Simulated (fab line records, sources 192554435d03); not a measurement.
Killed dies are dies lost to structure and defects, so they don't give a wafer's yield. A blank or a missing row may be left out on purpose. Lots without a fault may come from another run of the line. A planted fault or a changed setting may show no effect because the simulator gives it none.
One fault seen from 2 desks | flow n5_finfet | each desk has only its own numbers; what lay behind them comes last

THE TOOL OWNER'S DESK: rie_diel-06
The tool's own readings at N5_BEOL_M4_ETCH_69 (etches SiARC in CF4, target depth 15.6 nm, time 26 s): means of the sampled wafers that have a number, for each lot that ran on this tool. A lot is out of limits, marked OUT, if its mean lies more than 4 standard deviations from the usual mean; the brackets give that distance.
Columns: A = drypump_motor_current_A at N5_BEOL_M4_ETCH_69, usual 5.8 A; B = etch_rf_on_time_s at N5_BEOL_M4_ETCH_69, usual 25.8 s; C = oes_product_au at N5_BEOL_M4_ETCH_69, usual 0.70 a.u.; D = rf_fwd_power_W at N5_BEOL_M4_ETCH_69, usual 531.8 W; E = rf_vpp_V at N5_BEOL_M4_ETCH_69, usual 184.6 V; F = showerhead_plenum_p_Torr at N5_BEOL_M4_ETCH_69, usual 2.20 Torr; G = throttle_valve_pct at N5_BEOL_M4_ETCH_69, usual 15.51 %
lot  | first seen here | A   | B               | C    | D     | E     | F    | G
L919 | day 8 19:28     | 6.1 | 26.2            | 0.59 | 532.9 | 184.0 | 2.14 | 15.72
L921 | day 9 00:59     | 5.5 | 26.4            | 0.73 | 531.2 | 185.5 | 2.25 | 15.49
L922 | day 9 01:14     | 5.9 | 26.2            | 0.67 | 531.1 | 184.5 | 2.23 | 15.59
L935 | day 12 10:49    | 6.3 | 37.7 (+19) OUT  | 0.50 | 536.0 | 183.2 | 2.19 | 15.72
L937 | day 13 06:22    | 6.0 | 31.9 (+9.5) OUT | 0.72 | 533.8 | 184.4 | 2.15 | 15.32
This desk's finding: out of limits on L935, L937; first on L935, day 12 10:49 (etch_rf_on_time_s at N5_BEOL_M4_ETCH_69). In limits: L919, L921, L922.

THE METROLOGY DESK
What the gauges read, lot by lot, whatever tool the lot ran on: means of the sampled wafers that have a number. A lot is out of limits, marked OUT, if its mean lies more than 4 standard deviations from the usual mean; the brackets give that distance. Of its 11 readings 7 are shown: those that lie furthest out on some lot.
Columns: A = cd_nm at N5_BEOL_M4_CD_MEAS_18, usual 18.0 nm; B = DIBL_N at N5_BEOL_M4_RC_MEAS_101, usual 35.7 mV/V; C = DIBL_P at N5_BEOL_M4_RC_MEAS_101, usual 35.7 mV/V; D = IOFF_P at N5_BEOL_M4_RC_MEAS_101, usual 0.20 nA/um; E = ION_P at N5_BEOL_M4_RC_MEAS_101, usual 462 uA/um; F = SS_P at N5_BEOL_M4_RC_MEAS_101, usual 73.1 mV/dec; G = VT_P at N5_BEOL_M4_RC_MEAS_101, usual -251 mV
lot  | first seen here | A    | B    | C    | D    | E   | F    | G
L919 | day 8 18:59     | 18.5 | 34.6 | 34.8 | 0.21 | 465 | 72.6 | -249
L920 | day 8 19:36     | 17.8 | 35.4 | 33.9 | 0.20 | 466 | 73.6 | -251
L921 | day 9 00:29     | 17.9 | 36.2 | 34.0 | 0.20 | 464 | 72.8 | -252
L922 | day 9 00:37     | 17.9 | 32.8 | 32.7 | 0.17 | 455 | 72.3 | -253
L925 | day 10 00:50    | 18.1 | 36.5 | 35.2 | 0.21 | 460 | 73.3 | -248
L927 | day 10 06:44    | 18.1 | 36.3 | 37.0 | 0.19 | 462 | 73.7 | -254
L929 | day 11 06:22    | 18.2 | 35.0 | 35.3 | 0.22 | 473 | 73.4 | -248
L935 | day 12 10:11    | 18.2 | 34.0 | 34.8 | 0.15 | 454 | 72.9 | -257
L937 | day 13 05:41    | 17.8 | 35.0 | 35.5 | 0.19 | 457 | 72.8 | -254
This desk's finding: nothing out of limits on any of the 9 lots.

PUT TOGETHER
The tool owner's desk could have raised an alarm at day 12 10:49, on L935, L937.
The metrology desk saw nothing out of limits.
The metrology desk has L935, L937 on record, within its limits.
Of the lots named, all ran N5_BEOL_M4_ETCH_69 on rie_diel-06.

WHAT THE SIMULATOR HAD PUT IN
Process parameter drift: rie_diel-06, from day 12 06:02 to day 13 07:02, at N5_BEOL_M4_ETCH_69. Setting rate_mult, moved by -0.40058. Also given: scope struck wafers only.
Lots struck among those shown: L935, L937.
Hours from the fault's start to each desk's first reading out of limits: the tool owner's desk, 5.
